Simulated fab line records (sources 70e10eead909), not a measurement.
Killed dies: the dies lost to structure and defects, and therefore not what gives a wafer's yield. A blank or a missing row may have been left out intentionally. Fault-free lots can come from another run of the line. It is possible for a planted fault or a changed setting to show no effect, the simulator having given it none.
Struck lot and sound lot, side by side -- flow nand_harc -- 14 out of 1159 route steps
Sound: the wafers L425.1, L425.2, L425.3. The struck wafers were L430.2, L430.4, L430.5. Last of all comes the cause.
Each step with rows lists, per side, the tool, then ch with its chambers, then its first start. Under that, the readings that differ: sound wafers -- struck wafers -- difference of the means -- sigmas: that difference in standard deviations of wafers without a fault.
alike: readings whose means differ by less than 2 such deviations, and words and numbers that are the same on both sides. not compared: withheld readings, readings that some wafer has no value for, bounds like >300 that may hide the same value, and numbers for which the record gives no deviation and whose values overlap.
Wherever a step has rows on one side only, a row that says differs or no value, or a row with sigmas, the two part there. Numbers that don't overlap but have no deviation are shown without sigmas and don't part them. A reading missing from all wafers of one side parts the sides only when that side holds two or more wafers.

NHARC_A_STAIRCASE_STRIP_475: strips in O2, time 20 s.
  sound: rie_diel-11 ch 0,1,3; struck: rie_diel-09 ch 0,1,2
  alike: drypump_motor_current_A, mfc_ar_sccm, oes_product_au, rf_vpp_V, showerhead_plenum_p_Torr, throttle_valve_pct
  not compared: rf_hours_counter_h
NHARC_A_STAIRCASE_DEP_471: deposits SiO2, target thk 100 nm.
  sound on pecvd-04 ch 0,1,2, day 13 15:02; struck on pecvd-04 ch 0,1,2, day 15 08:31
  alike: heater_power_w, susceptor_temp_C, throttle_valve_pct
NHARC_A_STAIRCASE_CMP_472: polishes SiO2.
  sound on cmp-02 ch 0,2,3, day 13 15:19; struck on cmp-03 ch 2,3, day 15 08:47
  alike: motor_current_A
after that, 1 step had no rows for these wafers: NHARC_A_STAIRCASE_SRD_474.
NHARC_A_STAIRCASE_INSPECT_155:
  sound: defect_inspect-01 at day 13 15:40; struck: defect_inspect-02 at day 15 09:06
  alike: raw_defect_count
NHARC_A_SGD_CUT_DEP_00: deposits SiNx, target thk 50 nm.
  sound on pecvd-02 ch 0,1,2, day 13 15:54; struck on pecvd-03 ch 1,2, day 15 09:14
  alike: heater_power_w, susceptor_temp_C
then, 5 steps without rows for these wafers: NHARC_A_SGD_CUT_DEHYDRATE_01 (time 120 s); NHARC_A_SGD_CUT_HMDS_02 (time 30 s); NHARC_A_SGD_CUT_COAT_56 (time 75 s); NHARC_A_SGD_CUT_COAT_57 (time 65 s); NHARC_A_SGD_CUT_COAT_03 (resist thk 90 nm).
NHARC_A_SGD_CUT_SOFTBAKE_04: time 55 s.
  sound on litho_track-06 ch 0, day 13 16:00; struck on litho_track-01 ch 0, day 15 09:00
reading,sound,struck,difference,sigmas
heater_power_total_W (W),188.32 188.43 188.37,192.10 192.23 192.13,+3.78,+24
plate_temp_C (C),104.96 105.17 105.09,106.53 106.81 106.57,+1.56,+13
  alike: resist_line_temp_C
after that, 1 step had no rows for these wafers: NHARC_A_SGD_CUT_EBR_05.
NHARC_END_SORT_01:
  the record has rows for the sound wafers here (prober-02 ch 0, day 19 20:10) and none for the struck ones

## WHERE THEY PART
Earliest at NHARC_A_SGD_CUT_SOFTBAKE_04; latest, in this record, at NHARC_END_SORT_01.

WHY: the cause the simulator had injected
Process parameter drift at NHARC_A_SGD_CUT_SOFTBAKE_04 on litho_track-01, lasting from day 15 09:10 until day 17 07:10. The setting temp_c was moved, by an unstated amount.
